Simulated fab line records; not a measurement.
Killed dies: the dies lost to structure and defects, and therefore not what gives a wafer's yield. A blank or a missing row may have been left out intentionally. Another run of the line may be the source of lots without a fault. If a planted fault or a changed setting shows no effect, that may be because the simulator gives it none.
Matching of chambers :: flow nand_harc :: NHARC_A_CONTACT_DESCUM_47 on rie_diel-01 has 4 sister chambers
The step chemistry O2, time 3 s. 14 wafers are shown with their chamber, then 7 later ones without.

## WAFERS, EACH WITH ITS CHAMBER
wafer: L803.1
chamber: 2
drypump_motor_current_A (A): 5.7
showerhead_plenum_p_Torr (Torr): 1.84
oes_product_au (a.u.): 0.990

wafer: L803.3
chamber: 3
drypump_motor_current_A (A): 5.4
showerhead_plenum_p_Torr (Torr): 1.87
oes_product_au (a.u.): 0.995

wafer: L803.4
chamber: 0
drypump_motor_current_A (A): 5.0
showerhead_plenum_p_Torr (Torr): 1.90
oes_product_au (a.u.): 1.001

wafer: L805.1
chamber: 3
drypump_motor_current_A (A): 5.4
showerhead_plenum_p_Torr (Torr): 1.87
oes_product_au (a.u.): 0.995

wafer: L805.4
chamber: 2
drypump_motor_current_A (A): 5.7
showerhead_plenum_p_Torr (Torr): 1.84
oes_product_au (a.u.): 0.995

wafer: L805.6
chamber: 1
drypump_motor_current_A (A): 6.3
showerhead_plenum_p_Torr (Torr): 1.92
oes_product_au (a.u.): 0.997

wafer: L807.1
chamber: 3
drypump_motor_current_A (A): 5.4
showerhead_plenum_p_Torr (Torr): 1.87
oes_product_au (a.u.): 0.988

wafer: L807.4
chamber: 0
drypump_motor_current_A (A): 5.0
showerhead_plenum_p_Torr (Torr): 1.90
oes_product_au (a.u.): 0.990

wafer: L807.6
chamber: 0
drypump_motor_current_A (A): 5.0
showerhead_plenum_p_Torr (Torr): 1.90
oes_product_au (a.u.): 0.987

wafer: L809.1
chamber: 1
drypump_motor_current_A (A): 6.4
showerhead_plenum_p_Torr (Torr): 1.92
oes_product_au (a.u.): 0.999

wafer: L809.4
chamber: 1
drypump_motor_current_A (A): 6.3
showerhead_plenum_p_Torr (Torr): 1.92
oes_product_au (a.u.): 1.012

wafer: L809.5
chamber: 3
drypump_motor_current_A (A): 5.4
showerhead_plenum_p_Torr (Torr): 1.86
oes_product_au (a.u.): 1.001

wafer: L820.1
chamber: 0
drypump_motor_current_A (A): 5.0
showerhead_plenum_p_Torr (Torr): 1.89
oes_product_au (a.u.): 0.996

wafer: L820.3
chamber: 2
drypump_motor_current_A (A): 5.7
showerhead_plenum_p_Torr (Torr): 1.84
oes_product_au (a.u.): 1.000

SIGNATURES (means of the wafers above)
reading: drypump_motor_current_A
chamber 0: 5.000
chamber 1: 6.333
chamber 2: 5.700
chamber 3: 5.400
scatter within a chamber: 0.0258

reading: showerhead_plenum_p_Torr
chamber 0: 1.8975
chamber 1: 1.9200
chamber 2: 1.8400
chamber 3: 1.8675
scatter within a chamber: 0.00387

reading: oes_product_au
chamber 0: 0.99350
chamber 1: 1.00267
chamber 2: 0.99500
chamber 3: 0.99475
scatter within a chamber: 0.0062
Rule: for a wafer and a chamber, the distance is found by dividing, reading by reading, the gap between the wafer's reading and the chamber's mean by the reading's scatter, squaring, summing and taking the root. If the next closest chamber is less than 2 further off than the closest, the wafer can't be placed; otherwise it belongs to the closest. The scatter: the root of (the sum of the squares of (reading less its chamber's mean) over the shown wafers, divided by (wafers less chambers)).

## WAFERS WITH NO CHAMBER GIVEN
wafer: L820.4
drypump_motor_current_A (A): 6.4
showerhead_plenum_p_Torr (Torr): 1.91
oes_product_au (a.u.): 1.004

wafer: L823.2
drypump_motor_current_A (A): 6.4
showerhead_plenum_p_Torr (Torr): 1.91
oes_product_au (a.u.): 1.015

wafer: L823.4
drypump_motor_current_A (A): 5.4
showerhead_plenum_p_Torr (Torr): 1.86
oes_product_au (a.u.): 1.000

wafer: L823.6
drypump_motor_current_A (A): 6.4
showerhead_plenum_p_Torr (Torr): 1.91
oes_product_au (a.u.): 1.005

wafer: L822.1
drypump_motor_current_A (A): 5.7
showerhead_plenum_p_Torr (Torr): 1.84
oes_product_au (a.u.): 1.005

wafer: L822.2
drypump_motor_current_A (A): 5.4
showerhead_plenum_p_Torr (Torr): 1.86
oes_product_au (a.u.): 0.997

wafer: L822.3
drypump_motor_current_A (A): 6.3
showerhead_plenum_p_Torr (Torr): 1.91
oes_product_au (a.u.): 1.007

## CHAMBER TAKEN BY EACH
wafer: L820.4
from the rows above: 1
in truth: 1

wafer: L823.2
from the rows above: 1
in truth: 1

wafer: L823.4
from the rows above: 3
in truth: 3

wafer: L823.6
from the rows above: 1
in truth: 1

wafer: L822.1
from the rows above: 2
in truth: 2

wafer: L822.2
from the rows above: 3
in truth: 3

wafer: L822.3
from the rows above: 1
in truth: 1
7 of 7 placed correctly. Can't be placed from these rows: 0. 0 placed wrongly.
